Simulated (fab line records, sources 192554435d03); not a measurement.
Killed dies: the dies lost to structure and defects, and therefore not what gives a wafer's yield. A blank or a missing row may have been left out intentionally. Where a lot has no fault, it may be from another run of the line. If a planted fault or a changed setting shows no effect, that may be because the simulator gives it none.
Which of the tools did it?	flow n5Finfet	Sampling: 10 lots, 30 wafers, 6 of 1938 route steps

== WHAT THE GAUGES SHOWED, per wafer ==
N5_BEOL_M4_RC_MEAS_101. Usual: DIBL_N 35.9 mV/V, standard deviation 1.4; DIBL_P 35.9 mV/V, standard deviation 1.7; IOFF_N 0.155 nA/um, standard deviation 0.023; IOFF_P 0.201 nA/um, standard deviation 0.029; ION_N 672 uA/um, standard deviation 8.8; ION_P 460 uA/um, standard deviation 7; SS_N 71.6 mV/dec, standard deviation 0.48; SS_P 73.1 mV/dec, standard deviation 0.64; VT_N 250.0 mV, standard deviation 3; VT_P -251.6 mV, standard deviation 3.
lot	measured	on	DIBL_N (mV/V)	DIBL_P (mV/V)	IOFF_N (nA/um)	IOFF_P (nA/um)	ION_N (uA/um)	ION_P (uA/um)	SS_N (mV/dec)	SS_P (mV/dec)	VT_N (mV)	VT_P (mV)	flag
L959	day 8 02:14	prober-02	34.6 38.2 37.1	35.1 38.6 37.4	0.131 0.191 0.174	0.195 0.252 0.229	667 680 672	460 464 459	71.7 72.2 71.7	73.3 74.6 74.0	250.4 245.9 247.3	-252.1 -250.6 -249.8	
L962	day 9 02:19	prober-02	36.2 37.7 35.9	35.5 36.6 35.5	0.143 0.163 0.145	0.188 0.202 0.190	669 666 674	458 456 462	71.7 72.1 71.3	72.4 73.5 72.6	251.5 251.0 250.1	-255.1 -252.9 -252.0	
L964	day 8 23:53	prober-01	32.8 35.5 35.6	34.9 37.1 37.1	0.126 0.165 0.161	0.168 0.200 0.208	663 671 668	453 456 459	71.3 71.5 72.1	73.3 73.6 73.6	254.2 250.1 251.3	-257.0 -254.1 -250.2	
L963	day 9 06:42	prober-01	36.1 36.0 35.6	36.3 36.4 36.0	0.168 0.163 0.172	0.217 0.207 0.213	675 676 673	460 458 457	72.0 71.1 71.3	73.0 73.4 73.2	247.6 250.3 248.9	-250.3 -251.0 -250.2	
L965	day 9 10:04	prober-01	34.1 35.3 36.0	35.0 36.8 37.7	0.128 0.150 0.161	0.162 0.179 0.186	660 674 676	452 457 460	71.6 71.1 72.0	72.4 73.4 73.6	252.3 249.7 251.4	-254.1 -254.3 -253.0	
L970	day 11 08:32	prober-01	33.6 34.7 33.2	36.2 37.1 35.7	0.151 0.157 0.140	0.208 0.220 0.197	674 673 665	467 465 463	71.8 71.6 71.6	72.9 74.4 73.1	248.0 249.8 250.3	-249.2 -249.0 -251.5	
L971	day 11 05:29	prober-02	36.2 35.2 37.1	34.6 33.5 35.2	0.138 0.123 0.146	0.180 0.166 0.188	671 666 672	461 453 462	70.9 70.5 71.4	72.2 72.1 72.7	249.2 253.1 251.4	-253.5 -256.0 -252.9	
L973	day 11 12:03	prober-01	36.9 37.7 36.5	36.8 37.6 35.2	0.183 0.198 0.170	0.244 0.260 0.227	684 671 670	467 463 461	72.1 72.6 72.4	74.0 73.6 73.7	246.3 244.0 248.2	-249.6 -246.0 -249.3	
L974	day 12 10:29	prober-02	35.5 36.6 37.5	36.6 37.4 38.9	0.145 0.164 0.188	0.221 0.237 0.267	674 683 684	471 474 476	71.6 72.0 71.8	73.2 73.5 73.9	250.0 247.9 245.9	-247.2 -245.8 -244.8	
L978	day 12 22:56	prober-01	36.6 36.3 35.4	37.5 37.9 36.6	0.168 0.170 0.149	0.213 0.217 0.199	682 676 668	461 460 461	72.3 72.0 72.8	73.8 74.1 73.7	248.7 248.1 250.8	-250.7 -251.7 -250.6	

== EACH LOT AND THE TOOL THAT RAN IT (in order: tool; ch and the chambers of the sampled wafers; start) ==
lot	N5_BEOL_M2_SPUTTER_90	N5_BEOL_M2_SPUTTER_96	N5_BEOL_M2_ECD_50	N5_BEOL_M2_CMP_52	N5_BEOL_M2_PRE_CLEAN_60
L959	pvdSputter-03, day 6 23:01	pvdSputter-03, day 6 23:40	ecdCu-01 ch 0,1, day 6 23:48	cmp-01 ch 0,1,3, day 7 00:15	cvdCo-02 ch 0,1, day 7 00:31
L962	pvdSputter-01, day 7 16:07	pvdSputter-01, day 7 16:47	ecdCu-02 ch 1, day 7 16:54	cmp-02 ch 0,1,2, day 7 17:21	cvdCo-02 ch 0,1, day 7 17:37
L964	pvdSputter-01, day 8 03:25	pvdSputter-01, day 8 04:04	ecdCu-02 ch 0,1, day 8 04:11	cmp-01 ch 0,1,2, day 8 04:38	cvdCo-01 ch 0,2, day 8 04:54
L963	pvdSputter-01, day 8 05:20	pvdSputter-01, day 8 05:59	ecdCu-02 ch 0,1, day 8 06:07	cmp-01 ch 0,1,2, day 8 06:31	cvdCo-01 ch 0,1,2, day 8 06:55
L965	pvdSputter-03, day 8 08:26	pvdSputter-03, day 8 09:06	ecdCu-01 ch 0,1, day 8 09:13	cmp-01 ch 0,1,2, day 8 09:49	cvdCo-02 ch 0,1,2, day 8 10:04
L970	pvdSputter-03, day 10 00:50	pvdSputter-03, day 10 01:29	ecdCu-02 ch 0,1, day 10 01:37	cmp-03 ch 0,1, day 10 02:01	cvdCo-01 ch 1,2, day 10 02:20
L971	pvdSputter-01, day 10 04:00	pvdSputter-01, day 10 04:40	ecdCu-01 ch 0,1, day 10 04:47	cmp-03 ch 1,2,3, day 10 05:09	cvdCo-01 ch 0,1,2, day 10 05:29
L973	pvdSputter-02, day 10 09:28	pvdSputter-02, day 10 10:08	ecdCu-01 ch 0,1, day 10 10:15	cmp-03 ch 0,2,3, day 10 10:43	cvdCo-01 ch 1,2, day 10 10:58
L974	pvdSputter-03, day 11 01:34	pvdSputter-03, day 11 02:14	ecdCu-01 ch 0,1, day 11 02:21	cmp-03 ch 0,1, day 11 02:44	cvdCo-02 ch 1,2, day 11 03:04
L978	pvdSputter-03, day 12 02:44	pvdSputter-03, day 12 03:24	ecdCu-02 ch 0, day 12 03:31	cmp-02 ch 0,3, day 12 04:20	cvdCo-01 ch 0,1, day 12 04:38
- N5_BEOL_M2_SPUTTER_90: material Cu, target thk 4.5 nm, time 8.29 s.
- N5_BEOL_M2_SPUTTER_96: material Cu, target thk 4.5 nm, time 8.29 s.
- N5_BEOL_M2_ECD_50: material Cu, target thk 300 nm.
- N5_BEOL_M2_CMP_52: polishes, stops on SiOC, t overpolish 6.8 s, target thk 40 nm.
- N5_BEOL_M2_PRE_CLEAN_60: time 15 s.

== AS READ BY THE TOOLS THEMSELVES (means over the sampled wafers that have a number; for cases with no such wafer, the mark the record gives instead) ==
N5_BEOL_M2_SPUTTER_90. Usual: throttleValvePct 30.1 %, standard deviation 0.79.
lot	tool	throttleValvePct (%)	flag
L959	pvdSputter-03	30.6	
L962	pvdSputter-01	30.4	
L964	pvdSputter-01	30.5	
L963	pvdSputter-01	30.9	
L965	pvdSputter-03	30.3	
L970	pvdSputter-03	30.1	
L971	pvdSputter-01	29.9	
L973	pvdSputter-02	29.0	
L974	pvdSputter-03	30.2	
L978	pvdSputter-03	30.3	

N5_BEOL_M2_SPUTTER_96. Usual: throttleValvePct 30.1 %, standard deviation 0.78.
lot	tool	throttleValvePct (%)	flag
L959	pvdSputter-03	30.8	
L962	pvdSputter-01	30.3	
L964	pvdSputter-01	30.4	
L963	pvdSputter-01	31.0	
L965	pvdSputter-03	30.2	
L970	pvdSputter-03	30.2	
L971	pvdSputter-01	29.8	
L973	pvdSputter-02	29.2	
L974	pvdSputter-03	30.4	
L978	pvdSputter-03	30.4	

N5_BEOL_M2_CMP_52. Usual: motorCurrentA 5.9 A, standard deviation 0.78; platenRpm 50.00 rpm, standard deviation 0.035; slurryFilterDpKPa 13.52 kPa, standard deviation 0.13; timeToEndpointS 64 s, standard deviation 3.1.
lot	tool	motorCurrentA (A)	platenRpm (rpm)	slurryFilterDpKPa (kPa)	timeToEndpointS (s)	flag
L959	cmp-01	5.9	50.02	13.70	64	
L962	cmp-02	5.9	49.99	13.40	65	
L964	cmp-01	5.6	50.01	13.59	66	
L963	cmp-01	5.5	50.02	13.50	66	
L965	cmp-01	5.5	50.01	13.54	64	
L970	cmp-03	6.1	50.02	13.47	67	
L971	cmp-03	6.1	49.99	13.56	65	
L973	cmp-03	6.5	49.98	13.47	41	OFF
L974	cmp-03	6.2	50.02	13.48	47	OFF
L978	cmp-02	6.1	49.97	13.57	63	

N5_BEOL_M2_PRE_CLEAN_60. Usual: heaterPowerW 91 W, standard deviation 14.
lot	tool	heaterPowerW (W)	flag
L959	cvdCo-02	84	
L962	cvdCo-02	84	
L964	cvdCo-01	98	
L963	cvdCo-01	93	
L965	cvdCo-02	88	
L970	cvdCo-01	88	
L971	cvdCo-01	92	
L973	cvdCo-01	85	
L974	cvdCo-02	101	
L978	cvdCo-01	103	

== THE ANSWER, worked out from the rows above alone ==
Rule: take the mean of a lot's wafers that have a number; if it is more than 3 standard deviations from the usual mean, the lot is off. Also off: a lot with no number at a reading for which 4 or more lots have one. Where the step has rows for the other lots, those lots are counted as sound. Order of review: gauges by route order, followed by the tools' own readings, for which a lot's mean as printed above is used. At the first step where some lot is off, the reading lying furthest off is the one used; lots without a number count as furthest.
Off at N5_BEOL_M2_CMP_52 (timeToEndpointS): L973, L974.
A tool fits if, at that step or a process step before it, it ran every lot that is off, and no sound lot after the first of them. This does not decide it: 2 tools fit, namely ecdCu-01 at N5_BEOL_M2_ECD_50 and cmp-03 at N5_BEOL_M2_CMP_52.

== WHAT HAD BEEN PUT IN BY THE SIMULATOR ==
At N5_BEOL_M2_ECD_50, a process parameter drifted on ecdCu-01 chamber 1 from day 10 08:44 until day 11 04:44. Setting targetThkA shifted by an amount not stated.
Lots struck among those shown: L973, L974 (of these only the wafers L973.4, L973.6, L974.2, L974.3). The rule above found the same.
